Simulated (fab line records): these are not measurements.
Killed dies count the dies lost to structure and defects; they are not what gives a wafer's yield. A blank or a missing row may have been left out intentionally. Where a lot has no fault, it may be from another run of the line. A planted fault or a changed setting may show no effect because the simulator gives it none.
What tool caused it? + flow n5 finfet + 30 wafers from 10 lots sampled at 5 of the route's 1938 steps

## WHAT EACH GAUGE READ, for each wafer
N5_BEOL_M4_RC_MEAS_101. Usual: DIBL_N 36.5 mV/V, standard deviation 1.2; DIBL_P 36.5 mV/V, standard deviation 1.6; IOFF_N 0.162 nA/um, standard deviation 0.023; IOFF_P 0.221 nA/um, standard deviation 0.03; ION_N 678 uA/um, standard deviation 8; ION_P 466 uA/um, standard deviation 6.3; SS_N 71.6 mV/dec, standard deviation 0.46; SS_P 73.3 mV/dec, standard deviation 0.57; VT_N 249.2 mV, standard deviation 2.6; VT_P -249 mV, standard deviation 3.3.
| lot  | measured     | on        | DIBL_N (mV/V)  | DIBL_P (mV/V)  | IOFF_N (nA/um)    | IOFF_P (nA/um)    | ION_N (uA/um) | ION_P (uA/um) | SS_N (mV/dec)  | SS_P (mV/dec)  | VT_N (mV)         | VT_P (mV)      | flag |
|------|--------------|-----------|----------------|----------------|-------------------|-------------------|---------------|---------------|----------------|----------------|-------------------|----------------|------|
| L141 | day 8 15:49  | prober-02 | 38.6 36.6 37.1 | 36.2 34.8 34.5 | 0.178 0.144 0.149 | 0.225 0.207 0.197 | 683 665 679   | 463 460 463   | 71.8 71.2 72.2 | 73.7 73.2 72.9 | 247.0 249.8 249.5 | -252 -250 -252 |      |
| L144 | day 10 19:10 | prober-02 | 34.9 35.4 36.6 | 33.9 32.9 34.1 | 0.131 0.129 0.145 | 0.212 0.198 0.216 | 674 664 668   | 468 456 469   | 71.7 71.5 72.1 | 72.4 72.3 72.4 | 250.3 253.1 250.4 | -247 -251 -247 |      |
| L149 | day 11 17:20 | prober-02 | 35.8 35.8 35.5 | 36.0 36.5 35.2 | 0.152 0.151 0.148 | 0.205 0.210 0.194 | 680 669 682   | 465 458 464   | 71.8 71.4 71.0 | 73.0 73.1 73.2 | 252.3 249.7 250.3 | -252 -250 -252 |      |
| L151 | day 12 02:00 | prober-01 | 34.8 38.3 37.4 | 35.7 39.0 37.6 | 0.142 0.199 0.173 | 0.203 0.261 0.230 | 668 684 665   | 463 465 458   | 71.2 72.4 72.0 | 72.7 74.4 73.6 | 250.4 245.0 249.0 | -250 -247 -251 |      |
| L153 | day 13 02:02 | prober-02 | 37.5 38.3 36.6 | 36.6 38.0 36.3 | 0.181 0.198 0.161 | 0.252 0.271 0.251 | 674 677 673   | 459 466 465   | 72.5 72.7 71.7 | 73.3 73.6 72.7 | 250.2 248.7 247.8 | -246 -245 -245 |      |
| L156 | day 14 00:28 | prober-02 | 36.4 35.2 35.3 | 36.0 34.9 34.5 | 0.158 0.139 0.131 | 0.192 0.184 0.173 | 674 671 667   | 459 460 463   | 72.3 71.1 71.5 | 73.2 73.0 72.2 | 247.5 249.5 254.4 | -252 -252 -253 |      |
| L158 | day 14 13:41 | prober-01 | 36.9 35.9 35.0 | 36.6 36.2 35.2 | 0.173 0.165 0.147 | 0.202 0.208 0.184 | 686 693 682   | 460 468 463   | 71.6 71.5 70.8 | 73.0 73.9 72.8 | 248.1 248.6 249.1 | -253 -250 -251 |      |
| L160 | day 14 12:09 | prober-02 | 38.8 36.4 38.4 | 39.4 36.0 38.4 | 0.225 0.173 0.204 | 0.302 0.244 0.288 | 700 682 687   | 475 471 479   | 72.1 71.6 71.8 | 74.0 72.6 74.0 | 243.9 246.0 246.0 | -244 -245 -244 |      |
| L163 | day 15 21:52 | prober-02 | 36.5 34.9 34.3 | 36.1 33.7 34.0 | 0.189 0.157 0.154 | 0.268 0.225 0.230 | 692 680 686   | 478 474 477   | 71.5 71.4 71.4 | 73.4 72.5 72.6 | 246.6 248.0 248.0 | -241 -245 -246 |      |
| L162 | day 16 01:32 | prober-02 | 37.5 37.1 35.6 | 37.2 36.5 34.3 | 0.169 0.147 0.125 | 0.210 0.203 0.176 | 675 669 668   | 462 462 459   | 72.1 72.0 70.9 | 73.1 72.9 73.2 | 250.7 251.4 253.9 | -251 -249 -252 |      |

## EACH LOT AND THE TOOL THAT RAN IT (in order: tool; ch and the chambers of the sampled wafers; start)
| lot  | N5_BEOL_M2_SPUTTER_86        | N5_BEOL_M2_PRE_CLEAN_60          | N5_BEOL_M3_ILD_DEP_00           | N5_BEOL_M3_COAT_61                |
|------|------------------------------|----------------------------------|---------------------------------|-----------------------------------|
| L141 | pvd sputter-03, day 6 19:52  | cvd co-02 ch 0,2, day 6 22:49    | pecvd-03 ch 1,2, day 6 23:07    | litho track-03 ch 0, day 7 00:14  |
| L144 | pvd sputter-03, day 8 10:22  | cvd co-02 ch 0,1, day 8 12:18    | pecvd-02 ch 0, day 8 12:35      | litho track-02 ch 0, day 9 18:55  |
| L149 | pvd sputter-02, day 10 14:20 | cvd co-02 ch 0,1,2, day 10 16:17 | pecvd-03 ch 0,2, day 10 16:34   | litho track-03 ch 0, day 10 16:52 |
| L151 | pvd sputter-03, day 11 03:08 | cvd co-01 ch 0,1,2, day 11 05:04 | pecvd-03 ch 0,2, day 11 05:20   | litho track-03 ch 0, day 11 06:53 |
| L153 | pvd sputter-01, day 11 17:39 | cvd co-02 ch 0,2, day 11 19:35   | pecvd-02 ch 0,1,2, day 11 19:52 | litho track-05 ch 0, day 11 21:19 |
| L156 | pvd sputter-02, day 12 21:33 | cvd co-02 ch 1,2, day 13 00:27   | pecvd-04 ch 0,2, day 13 00:45   | litho track-02 ch 0, day 13 02:14 |
| L158 | pvd sputter-03, day 13 05:16 | cvd co-02 ch 1,2, day 13 07:35   | pecvd-03 ch 0,1,2, day 13 07:52 | litho track-02 ch 0, day 13 09:11 |
| L160 | pvd sputter-01, day 13 07:06 | cvd co-02 ch 0,1, day 13 09:01   | pecvd-02 ch 0,1,2, day 13 09:19 | litho track-05 ch 0, day 13 14:40 |
| L163 | pvd sputter-03, day 14 13:05 | cvd co-02 ch 0,1,2, day 14 15:00 | pecvd-04 ch 0,1,2, day 14 15:17 | litho track-03 ch 0, day 14 15:35 |
| L162 | pvd sputter-02, day 14 13:11 | cvd co-01 ch 0,1, day 14 15:07   | pecvd-04 ch 0,1, day 14 15:25   | litho track-03 ch 0, day 14 15:41 |
- N5_BEOL_M2_SPUTTER_86: material Cu, target thk 4.5 nm, time 8.29 s.
- N5_BEOL_M2_PRE_CLEAN_60: time 15 s.
- N5_BEOL_M3_ILD_DEP_00: deposits SiOC from DEMS/O2, target thk 79 nm, time 15.3 s.
- N5_BEOL_M3_COAT_61: time 60 s, resist thk 60 nm.

## WHAT THE TOOLS THEMSELVES READ (means of the sampled wafers that have a number; where no wafer has one, the mark that the record gives instead)
N5_BEOL_M2_SPUTTER_86. Usual: chuck gas flow sccm 1.25 sccm, standard deviation 0.05; throttle valve pct 29.6 %, standard deviation 1.1.
| lot  | tool           | chuck gas flow sccm (sccm) | throttle valve pct (%) | flag |
|------|----------------|----------------------------|------------------------|------|
| L141 | pvd sputter-03 | 1.23                       | 28.7                   |      |
| L144 | pvd sputter-03 | 1.27                       | 29.7                   |      |
| L149 | pvd sputter-02 | 1.28                       | 29.8                   |      |
| L151 | pvd sputter-03 | 1.25                       | 29.2                   |      |
| L153 | pvd sputter-01 | 1.24                       | 30.0                   |      |
| L156 | pvd sputter-02 | 1.24                       | 30.0                   |      |
| L158 | pvd sputter-03 | 1.27                       | 29.1                   |      |
| L160 | pvd sputter-01 | 1.26                       | 29.7                   |      |
| L163 | pvd sputter-03 | 1.27                       | 28.8                   |      |
| L162 | pvd sputter-02 | 1.24                       | 29.7                   |      |

N5_BEOL_M2_PRE_CLEAN_60. Usual: heater power w at 85 W, with a standard deviation of 18.
| lot  | tool      | heater power w (W) | flag |
|------|-----------|--------------------|------|
| L141 | cvd co-02 | 67                 |      |
| L144 | cvd co-02 | 93                 |      |
| L149 | cvd co-02 | 87                 |      |
| L151 | cvd co-01 | 84                 |      |
| L153 | cvd co-02 | 73                 |      |
| L156 | cvd co-02 | 81                 |      |
| L158 | cvd co-02 | 79                 |      |
| L160 | cvd co-02 | 94                 |      |
| L163 | cvd co-02 | 87                 |      |
| L162 | cvd co-01 | 79                 |      |

N5_BEOL_M3_ILD_DEP_00. Usual: chamber pressure Torr 4.999 Torr, standard deviation 0.011; heater power w 476 W, standard deviation 69; showerhead plenum p Torr 5.701 Torr, standard deviation 0.02; throttle valve pct 11.9 %, standard deviation 0.68.
| lot  | tool     | chamber pressure Torr (Torr) | heater power w (W) | showerhead plenum p Torr (Torr) | throttle valve pct (%) | flag |
|------|----------|------------------------------|--------------------|---------------------------------|------------------------|------|
| L141 | pecvd-03 | 5.008                        | 540                | 5.681                           | 12.4                   |      |
| L144 | pecvd-02 | 5.003                        | 325                | 5.723                           | 11.7                   |      |
| L149 | pecvd-03 | 5.003                        | 485                | 5.687                           | 11.3                   |      |
| L151 | pecvd-03 | 5.005                        | 507                | 5.681                           | 11.4                   |      |
| L153 | pecvd-02 | 5.003                        | 438                | 5.705                           | 11.6                   |      |
| L156 | pecvd-04 | 5.001                        | 484                | 5.717                           | 11.7                   |      |
| L158 | pecvd-03 | 4.985                        | 539                | 5.688                           | 11.6                   |      |
| L160 | pecvd-02 | 5.004                        | 422                | 5.700                           | 11.7                   |      |
| L163 | pecvd-04 | 4.997                        | 471                | 5.716                           | 12.4                   |      |
| L162 | pecvd-04 | 5.000                        | 472                | 5.723                           | 12.6                   |      |

N5_BEOL_M3_COAT_61. Usual: run length s at 66.07 s, with a standard deviation of 0.19.
| lot  | tool           | run length s (s) | flag |
|------|----------------|------------------|------|
| L141 | litho track-03 | 66.09            |      |
| L144 | litho track-02 | 66.19            |      |
| L149 | litho track-03 | 81.34            | OFF  |
| L151 | litho track-03 | 73.65            | OFF  |
| L153 | litho track-05 | 65.94            |      |
| L156 | litho track-02 | 66.28            |      |
| L158 | litho track-02 | 66.25            |      |
| L160 | litho track-05 | 65.96            |      |
| L163 | litho track-03 | 65.89            |      |
| L162 | litho track-03 | 65.89            |      |

## THE ANSWER, worked out from the rows above alone
Rule: a lot is off if the mean of its wafers that have a number lies more than 3 standard deviations from the usual mean. Also off: a lot with no number at a reading for which 4 or more lots have one. All remaining lots with rows at the step are treated as sound. First the gauges in route order, then the tools' own readings, where a lot's mean is used as printed above. The first step at which some lot is off is used, and at that step the reading that is off furthest; a lot without a number counts as furthest.
Off, at N5_BEOL_M3_COAT_61 on run length s: L149, L151.
If a tool, at that step or one of the process steps before it, ran each lot that is off and ran no sound lot following the first of them, it fits. Of those tried, none fits.

## WHAT THE SIMULATOR HAD INSERTED
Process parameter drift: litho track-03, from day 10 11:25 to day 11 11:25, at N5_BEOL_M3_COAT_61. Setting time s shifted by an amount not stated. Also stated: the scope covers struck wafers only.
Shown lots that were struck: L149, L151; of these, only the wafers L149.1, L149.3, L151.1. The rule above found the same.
